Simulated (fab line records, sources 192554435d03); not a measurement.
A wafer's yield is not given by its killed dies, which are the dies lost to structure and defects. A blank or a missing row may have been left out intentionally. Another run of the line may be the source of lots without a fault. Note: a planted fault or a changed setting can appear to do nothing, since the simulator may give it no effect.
Problem report in the 8D (eight disciplines) form, filled by code	flow n5Finfet	the parts of the form that need people (team, actions taken, sign-off) are left out

1. WHAT WENT WRONG
Wafers without a fault read 52.32 %, standard deviation 0.055; lampPowerPct at N5_BEOL_M11_CURE_72 reads a mean of 51.05 % on 4 wafers belonging to 3 lots. That puts it -23 standard deviations away from the usual mean.
The step: cures SiCOH lowk, time 120 s.
First seen on wafer L974.2, day 15 08:09, on uvCure-03. The record has a number at this step for 30 wafers belonging to 11 lots. By rule, "out" or "out of limits" means more than 4 standard deviations away from the usual mean. The other wafers with a number count as sound.

2. WHAT IT IS, AND WHAT IT ISN'T
question	is	is not
which readings at this step	lampPowerPct, runLengthS	wafer_temp_C_max
which lots	L974, L976, L977	L960, L963, L964, L965, L966, L967, L972, L973
which wafers of those lots	L974.2, L976.6, L977.2, L977.6	L974.1, L976.1
read on which tools	uvCure-03	uvCure-01, uvCure-02
when	from day 15 08:09	up to then (25 sound wafers); but 1 sound wafer of L976 came after

3. THE SUSPECTS, EACH WITH WHAT RULES IT OUT
Counting: any tool at a process step up to the reading remains a suspect provided it ran every lot that is out. Sound lots after the first of them don't rule it out here, since some wafers of a struck lot are sound.
- uvCure-03 at N5_BEOL_M11_CURE_72 (cures SiCOH lowk, time 120 s): kept. Every lot that is out went through it, the first being L974 (day 15 08:09); the last sound lot it ran before that was L972 (day 14 19:26). On those wafers its own readings are out: lampPowerPct, runLengthS.
Left after counting: uvCure-03 at N5_BEOL_M11_CURE_72.

4. THE CAUSE (what the simulator had put in)
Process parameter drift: uvCure-03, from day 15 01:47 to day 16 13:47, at N5_BEOL_M11_CURE_72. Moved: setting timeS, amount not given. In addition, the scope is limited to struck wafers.
After counting, this tool was the only one left.

5. THE CHAIN OF EFFECTS, in route order
One row per reading whose mean, taken over the struck wafers that have a number, lies over 3 standard deviations from the usual. Only readings whose record carries a usual standard deviation are examined. hours: median over the lots of the time between each lot's start at the first step of this table that gives one and its start at this step. sigmas: the change, counted in usual standard deviations.
hours	step	reading	usual	on struck wafers	change	sigmas
0	N5_BEOL_M11_CURE_72	lampPowerPct	52.32 %	51.05	-1.27	-23
0	N5_BEOL_M11_CURE_72	runLengthS	178.5 s	152.1	-26.4	-19
Here are the process steps it includes:
- N5_BEOL_M11_CURE_72: cures SiCOH lowk, time 120 s.

6. HOW IT WOULD HAVE BEEN CAUGHT EARLIER
First out-of-limits reading in this record: day 15 08:09, which is 6 hours after fault onset at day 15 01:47.
